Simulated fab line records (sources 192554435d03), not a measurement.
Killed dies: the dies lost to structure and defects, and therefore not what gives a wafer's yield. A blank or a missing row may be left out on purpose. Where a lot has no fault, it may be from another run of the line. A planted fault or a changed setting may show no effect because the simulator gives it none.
Matching of chambers ; flow n5-finfet ; rie-si-02 running N5_FIN_SAQP_MANDREL_ETCH_58: 4 sister chambers
The step etches a-Si in HBr/Cl2, stops on SiNx, target depth 45 nm, bt time 10 s, time 27 s. 8 wafers are shown with their chamber, then 9 later ones without.

## WAFERS WITH THEIR CHAMBER
wafer;chamber;throttle-valve-pct (%);drypump-motor-current-A (A)
L082.5;1;35.78;5.6
L083.3;1;35.81;5.7
L088.2;3;35.65;6.4
L088.3;2;35.41;5.9
L088.5;0;35.35;6.3
L089.1;0;35.35;6.3
L089.2;2;35.36;5.9
L089.3;3;35.62;6.3

## WAFERS WITH NO CHAMBER GIVEN
wafer;throttle-valve-pct (%);drypump-motor-current-A (A)
L092.1;35.79;5.6
L092.2;35.40;5.9
L092.3;35.64;6.2
L092.4;35.31;6.3
L092.5;35.36;5.9
L092.6;35.64;6.4
L094.2;35.34;6.3
L094.5;35.35;5.9
L094.6;35.80;5.7

## THE CHAMBER EACH PASSED THROUGH
wafer;from the rows above;in truth
L092.1;1;1
L092.2;2;2
L092.3;3;3
L092.4;0;0
L092.5;2;2
L092.6;3;3
L094.2;0;0
L094.5;2;2
L094.6;1;1
9 of 9 placed correctly. Can't be placed from these rows: 0. Wrongly placed: 0.
How it was worked out, from the rows above alone: a wafer's distance from a chamber is the root of the sum, over the readings, of the square of ((its reading less the chamber's mean) divided by the reading's scatter). The wafer belongs to the nearest chamber; if the next one is less than 2 further off, it can't be placed. A chamber's mean is the mean of its shown wafers. The scatter: take each reading less its chamber's mean, square it, sum over the shown wafers, divide by the number of wafers less the number of chambers, and take the root.
